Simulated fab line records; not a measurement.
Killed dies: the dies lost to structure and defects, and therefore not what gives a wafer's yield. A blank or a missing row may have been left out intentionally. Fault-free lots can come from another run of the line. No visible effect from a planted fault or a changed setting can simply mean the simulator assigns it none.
Problem report in the 8D (eight disciplines) form, filled by code + flow n5Finfet + the parts of the form that need people (team, actions taken, sign-off) are left out

## 1. WHAT IS WRONG
Wafers free of any fault read 0.000106 nA/um (standard deviation 9.9e-06) for IOFF_P_LONG at N5_BEOL_M4_RC_MEAS_101, against a mean of 0.000250 nA/um on 6 wafers of 2 lots. Measured from the usual mean, that is +15 standard deviations.
First observed at day 10 22:55: wafer L510.2, on prober-02. The record holds 30 wafers of 11 lots with a number at this step. The rule behind "out" and "out of limits": a value lying over 4 standard deviations away from the usual mean. Any other wafer with a number is counted as sound.

## 2. WHAT IT IS, AND WHAT IT ISN'T
| question                    | is                                                                     | is not                                               |
|-----------------------------|------------------------------------------------------------------------|------------------------------------------------------|
| which readings at this step | IOFF_P_LONG, IOFF_P, IOFF_P_85C, IOFF_P_LIN, VT_N_LVT, VT_P, VT_P_LONG | DIBL_N, DIBL_P, IOFF_N, ION_N, SS_P, VT_N            |
| which lots                  | L510, L511                                                             | L500, L501, L502, L504, L505, L506, L507, L508, L509 |
| which wafers of those lots  | all that have a number                                                 | -                                                    |
| read on which gauges        | prober-01, prober-02                                                   | -                                                    |
| when                        | from day 10 22:55                                                      | up to then (24 sound wafers)                         |

## 3. SUSPECTS, AND WHAT RULES EACH OUT
Counting: a tool at any process step up to the reading remains a suspect when it ran all the lots that are out and ran no sound lot after the first of those.
- the gauge at N5_BEOL_M4_RC_MEAS_101 has been ruled out. The wafers that are out were read on 2 gauges (prober-01, prober-02).
- rtpAnneal-01 at N5_HKMG_FIN_RTA_80 (time 2 s): kept. It ran every lot that is out, first L510 (day 6 14:46), and no sound lot after that; its last sound lot up to then is L509 (day 6 07:36).
After counting, what remains is rtpAnneal-01 at N5_HKMG_FIN_RTA_80.

## 4. THE CAUSE (what the simulator had put in)
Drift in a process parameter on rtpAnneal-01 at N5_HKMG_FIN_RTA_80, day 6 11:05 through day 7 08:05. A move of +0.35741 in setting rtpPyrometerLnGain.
The count eliminated every tool but this one.

## 5. SEQUENCE OF EFFECTS, ordered by route
Each row: a reading whose mean over the struck wafers that have a number lies more than 3 standard deviations from the usual. Only readings for which the record gives a usual standard deviation are gone through. hours: the time from each lot's start at the first step in this table that gives one to its start at this step, as a median over the lots. sigmas: the change in usual standard deviations.
| hours | step                    | reading      | usual          | on struck wafers | change    | sigmas |
|-------|-------------------------|--------------|----------------|------------------|-----------|--------|
| 0     | N5_BEOL_M4_RC_MEAS_101  | IOFF_P       | 0.21 nA/um     | 0.52             | +0.31     | +8.0   |
| 0     | N5_BEOL_M4_RC_MEAS_101  | IOFF_P_85C   | 3.7 nA/um      | 7.8              | +4.1      | +7.4   |
| 0     | N5_BEOL_M4_RC_MEAS_101  | IOFF_P_LIN   | 0.102 nA/um    | 0.255            | +0.153    | +11    |
| 0     | N5_BEOL_M4_RC_MEAS_101  | IOFF_P_LONG  | 0.000106 nA/um | 0.000250         | +0.000144 | +15    |
| 0     | N5_BEOL_M4_RC_MEAS_101  | ION_P        | 465 uA/um      | 499              | +34       | +3.9   |
| 0     | N5_BEOL_M4_RC_MEAS_101  | VT_N_LVT     | 97 mV          | 128              | +31       | +8.2   |
| 0     | N5_BEOL_M4_RC_MEAS_101  | VT_P         | -250.0 mV      | -224.7           | +25.3     | +8.7   |
| 0     | N5_BEOL_M4_RC_MEAS_101  | VT_P_LONG    | -275 mV        | -246             | +28       | +9.5   |
| 109   | N5_PASSIVATION_PROBE_49 | sortNPass    | 1075           | 964              | -111      | -6.9   |
| 109   | N5_PASSIVATION_PROBE_49 | sortYieldPct | 91.1 %         | 81.7             | -9.4      | -6.7   |
Its process steps:
- N5_PASSIVATION_PROBE_49

## 6. HOW IT WOULD HAVE BEEN CAUGHT EARLIER
108 hours passed between the start of the fault at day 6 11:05 and the first reading out of limits at a measuring or inspecting step in this record, taken at day 10 22:55.
By day 10 22:55 the whole set of lots that are out, 2 in number, had already begun N5_HKMG_FIN_RTA_80 on rtpAnneal-01. Holding the tool at that point would not have protected any of them.
